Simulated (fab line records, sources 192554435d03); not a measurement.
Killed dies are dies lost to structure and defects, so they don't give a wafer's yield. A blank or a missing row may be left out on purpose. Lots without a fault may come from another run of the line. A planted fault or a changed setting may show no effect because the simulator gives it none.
Chamber matching | flow n5_finfet | N5_SD_EPI_P_ETCH_36 on rie_diel-02: 4 sister chambers
The step etches SiARC in CF4, target depth 45.5 nm, time 75.8 s. 8 wafers are shown with their chamber, then 7 later ones without.

WAFERS WITH THEIR CHAMBER
wafer  | chamber | drypump_motor_current_A (A) | throttle_valve_pct (%)
L079.3 | 3       | 5.7                         | 15.70
L079.6 | 1       | 6.0                         | 15.75
L086.3 | 0       | 4.8                         | 16.01
L086.4 | 1       | 6.0                         | 15.77
L089.3 | 3       | 5.7                         | 15.73
L089.5 | 2       | 5.8                         | 15.14
L093.3 | 0       | 4.7                         | 16.02
L093.4 | 2       | 5.8                         | 15.17

WAFERS WITHOUT THEIR CHAMBER
wafer  | drypump_motor_current_A (A) | throttle_valve_pct (%)
L093.6 | 6.0                         | 15.80
L095.1 | 5.7                         | 15.74
L095.4 | 4.8                         | 16.03
L095.6 | 4.8                         | 16.03
L097.1 | 5.7                         | 15.73
L097.3 | 6.0                         | 15.81
L097.6 | 5.7                         | 15.72

WHICH CHAMBER EACH WENT THROUGH
wafer  | from the rows above | in truth
L093.6 | 1                   | 1
L095.1 | 3                   | 3
L095.4 | 0                   | 0
L095.6 | 0                   | 0
L097.1 | 3                   | 3
L097.3 | 1                   | 1
L097.6 | 3                   | 3
Placed correctly: 7 of 7. Can't be placed from these rows: 0. Placed wrongly: 0.
How it was worked out, from the rows above alone: a wafer's distance from a chamber is the root of the sum, over the readings, of the square of ((its reading less the chamber's mean) divided by the reading's scatter). The wafer belongs to the nearest chamber; if the next one is less than 2 further off, it can't be placed. A chamber's mean is the mean of its shown wafers. The scatter: the root of (the sum of the squares of (reading less its chamber's mean) over the shown wafers, divided by (wafers less chambers)).
